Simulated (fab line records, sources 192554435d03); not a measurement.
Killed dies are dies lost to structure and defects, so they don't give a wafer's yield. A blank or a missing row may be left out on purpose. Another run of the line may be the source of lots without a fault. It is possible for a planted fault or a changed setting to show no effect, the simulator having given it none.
Which tool was responsible? | flow n5Finfet | 11 lots with 33 wafers sampled at 4 steps, on a route of 1938 steps

== WHAT EACH GAUGE READ, for each wafer ==
N5_BEOL_M7_THK_MEAS_53: measures by xrf. Usual: M7_THK gives 81.6 nm (standard deviation 1.9).
lot  | measured     | on           | M7_THK (nm)    | flag
L205 | day 9 10:21  | filmMetro-01 | 79.6 77.3 80.0 | 
L207 | day 9 16:54  | filmMetro-01 | 82.0 83.0 83.0 | 
L209 | day 10 02:21 | filmMetro-01 | 84.6 83.7 81.7 | 
L210 | day 10 03:44 | filmMetro-01 | 84.1 81.4 82.3 | 
L212 | day 10 21:25 | filmMetro-02 | 82.7 82.0 82.3 | 
L211 | day 10 21:56 | filmMetro-01 | 79.5 81.8 80.5 | 
L215 | day 11 17:32 | filmMetro-01 | 80.7 81.2 81.5 | 
L217 | day 12 03:19 | filmMetro-02 | 83.8 79.6 81.5 | 
L216 | day 12 03:35 | filmMetro-02 | 80.3 82.8 81.8 | 
L221 | day 13 18:42 | filmMetro-02 | 80.2 79.1 79.1 | 
L228 | day 14 22:59 | filmMetro-01 | 80.4 79.9 80.6 | 

== WHICH TOOL RAN EACH LOT (tool, then ch and the chambers of the sampled wafers, then the start) ==
lot  | N5_BEOL_M7_TRENCH_ETCH_37                    | N5_BEOL_M7_STRIP_80                          | N5_BEOL_M7_CVD_78
L205 | rieDiel-05 ch 0,1,3, day 9 09:07 or earlier  | rieDiel-05 ch 0,1,3, day 9 09:07 or earlier  | cvdCo-01 ch 0,1,2, day 9 09:07
L207 | rieDiel-02 ch 0,2,3, day 9 15:48 or earlier  | rieDiel-02 ch 0,2,3, day 9 15:48 or earlier  | cvdCo-01 ch 0,1,2, day 9 15:48
L209 | rieDiel-03 ch 0,2,3, day 10 00:51 or earlier | rieDiel-03 ch 0,2,3, day 10 00:51 or earlier | cvdCo-01 ch 0,1,2, day 10 00:51
L210 | rieDiel-02 ch 0,1,3, day 10 02:46 or earlier | rieDiel-02 ch 0,1,3, day 10 02:46 or earlier | cvdCo-02 ch 0,1,2, day 10 02:46
L212 | rieDiel-05 ch 0,1,3, day 10 20:30 or earlier | rieDiel-05 ch 0,1,3, day 10 20:30 or earlier | cvdCo-02 ch 0,2, day 10 20:30
L211 | rieDiel-05 ch 1,2,3, day 10 21:01 or earlier | rieDiel-05 ch 1,2,3, day 10 21:01 or earlier | cvdCo-02 ch 0,1,2, day 10 21:01
L215 | rieDiel-03 ch 0,1, day 11 16:33 or earlier   | rieDiel-03 ch 0,1, day 11 16:33 or earlier   | cvdCo-02 ch 0,2, day 11 16:33
L217 | rieDiel-05 ch 1,2,3, day 12 02:20 or earlier | rieDiel-05 ch 1,2,3, day 12 02:20 or earlier | cvdCo-02 ch 0,2, day 12 02:20
L216 | rieDiel-05 ch 1,2, day 12 02:30 or earlier   | rieDiel-05 ch 1,2, day 12 02:30 or earlier   | cvdCo-02 ch 0,2, day 12 02:30
L221 | rieDiel-02 ch 0,2, day 13 16:08 or earlier   | rieDiel-02 ch 0,2, day 13 16:08 or earlier   | cvdCo-02 ch 0,2, day 13 16:08
L228 | rieDiel-02 ch 0,2, day 14 21:56 or earlier   | rieDiel-02 ch 0,2, day 14 21:56 or earlier   | cvdCo-01 ch 0,2, day 14 21:56
- N5_BEOL_M7_TRENCH_ETCH_37: etches SiCOH lowk in C4F6/O2, target depth 93.478 nm, time 31.2 s.
- N5_BEOL_M7_STRIP_80: strips in N2/H2, time 10 s.
- N5_BEOL_M7_CVD_78: deposits Co from CCTBA/H2, target thk 2 nm, time 142.3 s.

== WHAT THE TOOLS THEMSELVES READ (means of the sampled wafers that have a number; where no wafer has one, the mark that the record gives instead) ==
N5_BEOL_M7_TRENCH_ETCH_37. Usual: drypumpMotorCurrentA 5.6 A, standard deviation 0.46; mfcArSccm 299.9 sccm, standard deviation 0.94; oesProductAu 0.78 a.u., standard deviation 0.093; rfVppV 663 V, standard deviation 11; showerheadPlenumPTorr 2.85 Torr, standard deviation 0.089; throttleValvePct 20.92 %, standard deviation 0.22.
lot  | tool       | drypumpMotorCurrentA (A) | mfcArSccm (sccm) | oesProductAu (a.u.) | rfVppV (V) | showerheadPlenumPTorr (Torr) | throttleValvePct (%) | flag
L205 | rieDiel-05 | 5.7                      | 299.9            | 0.70                | 659        | 2.83                         | 21.07                | 
L207 | rieDiel-02 | 5.6                      | 300.1            | 0.79                | 668        | 2.93                         | 20.77                | 
L209 | rieDiel-03 | 5.2                      | 298.6            | 0.81                | 658        | 2.87                         | 20.86                | 
L210 | rieDiel-02 | 5.7                      | 300.2            | 0.82                | 677        | 2.95                         | 20.66                | 
L212 | rieDiel-05 | 5.6                      | 300.7            | 0.70                | 658        | 2.82                         | 21.08                | 
L211 | rieDiel-05 | 5.6                      | 300.0            | 0.70                | 662        | 2.78                         | 21.04                | 
L215 | rieDiel-03 | 5.5                      | 299.3            | 0.79                | 656        | 2.85                         | 20.80                | 
L217 | rieDiel-05 | 5.6                      | 300.1            | 0.70                | 661        | 2.78                         | 21.06                | 
L216 | rieDiel-05 | 6.0                      | 299.7            | 0.67                | 669        | 2.77                         | 21.08                | 
L221 | rieDiel-02 | 5.4                      | 299.7            | 0.78                | 658        | 2.88                         | 20.82                | 
L228 | rieDiel-02 | 5.4                      | 300.2            | 0.78                | 658        | 2.87                         | 20.84                | 

N5_BEOL_M7_STRIP_80. Usual: drypumpMotorCurrentA 5.6 A, standard deviation 0.46; oesProductAu 0.78 a.u., standard deviation 0.093; rfVppV 59.1 V, standard deviation 0.82; showerheadPlenumPTorr 2.54 Torr, standard deviation 0.083; throttleValvePct 23.59 %, standard deviation 0.29.
lot  | tool       | drypumpMotorCurrentA (A) | oesProductAu (a.u.) | rfVppV (V) | showerheadPlenumPTorr (Torr) | throttleValvePct (%) | flag
L205 | rieDiel-05 | 5.7                      | 0.71                | 58.7       | 2.52                         | 23.76                | 
L207 | rieDiel-02 | 5.6                      | 0.80                | 60.1       | 2.61                         | 23.36                | 
L209 | rieDiel-03 | 5.2                      | 0.82                | 59.8       | 2.56                         | 23.58                | 
L210 | rieDiel-02 | 5.7                      | 0.84                | 58.6       | 2.63                         | 23.22                | 
L212 | rieDiel-05 | 5.7                      | 0.70                | 59.9       | 2.51                         | 23.77                | 
L211 | rieDiel-05 | 5.6                      | 0.71                | 59.0       | 2.48                         | 23.78                | 
L215 | rieDiel-03 | 5.5                      | 0.78                | 59.5       | 2.55                         | 23.57                | 
L217 | rieDiel-05 | 5.6                      | 0.70                | 58.1       | 2.48                         | 23.81                | 
L216 | rieDiel-05 | 5.9                      | 0.68                | 59.2       | 2.47                         | 23.85                | 
L221 | rieDiel-02 | 5.4                      | 0.78                | 59.3       | 2.57                         | 23.59                | 
L228 | rieDiel-02 | 5.4                      | 0.77                | 58.8       | 2.57                         | 23.59                | 

N5_BEOL_M7_CVD_78. Usual: runLengthS reads 165.1 s (standard deviation 0.41).
lot  | tool     | runLengthS (s) | flag
L205 | cvdCo-01 | 164.8          | 
L207 | cvdCo-01 | 165.2          | 
L209 | cvdCo-01 | 165.0          | 
L210 | cvdCo-02 | 164.9          | 
L212 | cvdCo-02 | 164.9          | 
L211 | cvdCo-02 | 165.0          | 
L215 | cvdCo-02 | 165.2          | 
L217 | cvdCo-02 | 165.1          | 
L216 | cvdCo-02 | 165.2          | 
L221 | cvdCo-02 | 144.9          | OFF
L228 | cvdCo-01 | 165.4          | 

== THE ANSWER, worked out from the rows above alone ==
Rule: a lot is off if the mean of its wafers that have a number lies more than 3 standard deviations from the usual mean. Also off: a lot with no number at a reading for which 4 or more lots have one. All remaining lots with rows at the step are treated as sound. After the gauges, taken in route order, come the tools' own readings; for these a lot's mean is taken, as printed above. The first step at which some lot is off is used, and at that step the reading that is off furthest; a lot without a number counts as furthest.
Off, at N5_BEOL_M7_CVD_78 on runLengthS: L221.
If a tool, at that step or one of the process steps before it, ran each lot that is off and ran no sound lot following the first of them, it fits. With no start given for some of its lots, N5_BEOL_M7_TRENCH_ETCH_37 uses the hours and lot order of N5_BEOL_M7_CVD_78. With no start given for some of its lots, N5_BEOL_M7_STRIP_80 uses the hours and lot order of N5_BEOL_M7_CVD_78. One fits: cvdCo-02 at N5_BEOL_M7_CVD_78. A fault onset in the window from L216 (day 12 02:30, its last sound lot) to L221 (day 13 16:08, its first lot off) fits.
The tool's own readings at N5_BEOL_M7_CVD_78 bear it out: on the lots that are off they differ by more than 5 times the standard deviation of the sound lots' means. runLengthS reads 144.9 s there against 165.1 s on the sound lots.

== WHAT THE SIMULATOR PUT IN ==
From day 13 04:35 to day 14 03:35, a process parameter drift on cvdCo-02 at N5_BEOL_M7_CVD_78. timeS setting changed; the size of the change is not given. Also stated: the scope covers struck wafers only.
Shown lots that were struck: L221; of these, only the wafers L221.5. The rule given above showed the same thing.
